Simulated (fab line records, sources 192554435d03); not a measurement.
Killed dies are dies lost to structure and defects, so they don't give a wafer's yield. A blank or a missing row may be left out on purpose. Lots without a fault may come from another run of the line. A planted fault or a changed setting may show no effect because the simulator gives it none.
Chamber matching | flow n5_finfet | N5_DUMMY_GATE_ETCH_23 on rie_si-04: 4 sister chambers
The step etches poly-Si in HBr/Cl2/O2, target depth 41 nm, time 22.3 s. 8 wafers are shown with their chamber, then 9 later ones without.

WAFERS WITH THEIR CHAMBER
wafer  | chamber | drypump_motor_current_A (A) | oes_product_au (a.u.)
L080.3 | 0       | 5.7                         | 1.001
L080.4 | 3       | 5.1                         | 1.024
L081.1 | 0       | 5.7                         | 1.014
L083.5 | 1       | 4.9                         | 0.977
L083.6 | 2       | 5.0                         | 1.023
L086.1 | 3       | 5.1                         | 1.046
L086.3 | 2       | 4.9                         | 1.039
L086.5 | 1       | 4.9                         | 0.978

WAFERS WITHOUT THEIR CHAMBER
wafer  | drypump_motor_current_A (A) | oes_product_au (a.u.)
L088.1 | 4.9                         | 1.027
L088.3 | 4.9                         | 0.974
L088.4 | 5.7                         | 1.007
L094.2 | 4.9                         | 0.982
L094.3 | 4.9                         | 1.022
L094.5 | 5.0                         | 1.025
L095.1 | 5.1                         | 1.044
L095.3 | 4.9                         | 0.983
L095.4 | 5.7                         | 1.014

WHICH CHAMBER EACH WENT THROUGH
wafer  | from the rows above     | in truth
L088.1 | 2                       | 2
L088.3 | 1                       | 1
L088.4 | 0                       | 0
L094.2 | 1                       | 1
L094.3 | 2                       | 2
L094.5 | can't be placed: 2 or 3 | 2
L095.1 | 3                       | 3
L095.3 | 1                       | 1
L095.4 | 0                       | 0
Placed correctly: 8 of 9. Can't be placed from these rows: 1 (the true chamber is among the candidates in 1). Placed wrongly: 0.
How it was worked out, from the rows above alone: a wafer's distance from a chamber is the root of the sum, over the readings, of the square of ((its reading less the chamber's mean) divided by the reading's scatter). The wafer belongs to the nearest chamber; if the next one is less than 2 further off, it can't be placed. A chamber's mean is the mean of its shown wafers. The scatter: the root of (the sum of the squares of (reading less its chamber's mean) over the shown wafers, divided by (wafers less chambers)).
